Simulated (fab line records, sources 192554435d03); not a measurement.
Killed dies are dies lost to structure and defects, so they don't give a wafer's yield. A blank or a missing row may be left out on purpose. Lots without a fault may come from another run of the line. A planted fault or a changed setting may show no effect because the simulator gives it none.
One fault seen from 2 desks | flow n5_finfet | each desk has only its own numbers; what lay behind them comes last

THE TOOL OWNER'S DESK: litho_track-05
The tool's own readings at N5_BEOL_M4_COAT_73 (time 60 s, resist thk 5 nm): means of the sampled wafers that have a number, for each lot that ran on this tool. A lot is out of limits, marked OUT, if its mean lies more than 4 standard deviations from the usual mean; the brackets give that distance.
Columns: A = heater_power_total_W at N5_BEOL_M4_COAT_73, usual 391.9 W; B = plate_temp_C at N5_BEOL_M4_COAT_73, usual 205.00 C
lot  | first seen here | A                | B
L874 | day 7 14:37     | 392.2            | 204.97
L876 | day 8 05:58     | 391.0            | 204.97
L877 | day 9 00:36     | 386.6 (-4.1) OUT | 202.68 (-15) OUT
L879 | day 9 04:36     | 385.8 (-4.7) OUT | 202.79 (-15) OUT
L892 | day 12 07:49    | 391.0            | 205.00
L893 | day 13 00:19    | 392.2            | 205.13
L896 | day 13 13:11    | 393.0            | 205.23
This desk's finding: out of limits on L877, L879; first on L877, day 9 00:36 (heater_power_total_W at N5_BEOL_M4_COAT_73). In limits: L874, L876, L892, L893, L896.

THE METROLOGY DESK
What the gauges read, lot by lot, whatever tool the lot ran on: means of the sampled wafers that have a number. A lot is out of limits, marked OUT, if its mean lies more than 4 standard deviations from the usual mean; the brackets give that distance. Of its 10 readings 7 are shown: those that lie furthest out on some lot.
Columns: A = DIBL_N at N5_BEOL_M4_RC_MEAS_101, usual 36.3 mV/V; B = DIBL_P at N5_BEOL_M4_RC_MEAS_101, usual 36.2 mV/V; C = IOFF_N at N5_BEOL_M4_RC_MEAS_101, usual 0.160 nA/um; D = IOFF_P at N5_BEOL_M4_RC_MEAS_101, usual 0.21 nA/um; E = ION_P at N5_BEOL_M4_RC_MEAS_101, usual 465 uA/um; F = SS_N at N5_BEOL_M4_RC_MEAS_101, usual 71.5 mV/dec; G = VT_N at N5_BEOL_M4_RC_MEAS_101, usual 250 mV
lot  | first seen here | A    | B    | C     | D    | E   | F    | G
L874 | day 8 00:02     | 36.0 | 35.6 | 0.157 | 0.21 | 466 | 70.7 | 249
L876 | day 9 01:31     | 38.1 | 36.7 | 0.169 | 0.25 | 468 | 71.8 | 248
L877 | day 9 08:10     | 34.1 | 34.1 | 0.130 | 0.16 | 461 | 70.8 | 254
L879 | day 9 12:29     | 37.0 | 36.0 | 0.158 | 0.20 | 462 | 71.8 | 249
L886 | day 11 02:11    | 36.8 | 37.3 | 0.168 | 0.20 | 467 | 72.0 | 250
L887 | day 11 05:39    | 36.9 | 37.0 | 0.177 | 0.21 | 464 | 71.9 | 250
L890 | day 12 12:45    | 34.3 | 35.4 | 0.132 | 0.19 | 465 | 71.3 | 252
L889 | day 12 13:32    | 35.2 | 35.1 | 0.138 | 0.18 | 461 | 71.3 | 251
L892 | day 12 16:40    | 37.2 | 36.0 | 0.177 | 0.24 | 468 | 71.5 | 248
L893 | day 13 12:14    | 32.8 | 30.9 | 0.112 | 0.15 | 458 | 70.5 | 254
L896 | day 13 21:29    | 36.0 | 35.8 | 0.146 | 0.17 | 454 | 71.7 | 250
This desk's finding: nothing out of limits on any of the 11 lots.

PUT TOGETHER
The tool owner's desk could have raised an alarm at day 9 00:36, on L877, L879.
The metrology desk saw nothing out of limits.
The metrology desk has L877, L879 on record, within its limits.
Of the lots named, all ran N5_BEOL_M4_COAT_73 on litho_track-05.

WHAT THE SIMULATOR HAD PUT IN
Process parameter drift: litho_track-05, from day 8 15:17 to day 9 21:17, at N5_BEOL_M4_COAT_73. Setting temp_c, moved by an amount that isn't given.
Lots struck among those shown: L877, L879.
Hours from the fault's start to each desk's first reading out of limits: the tool owner's desk, 9.
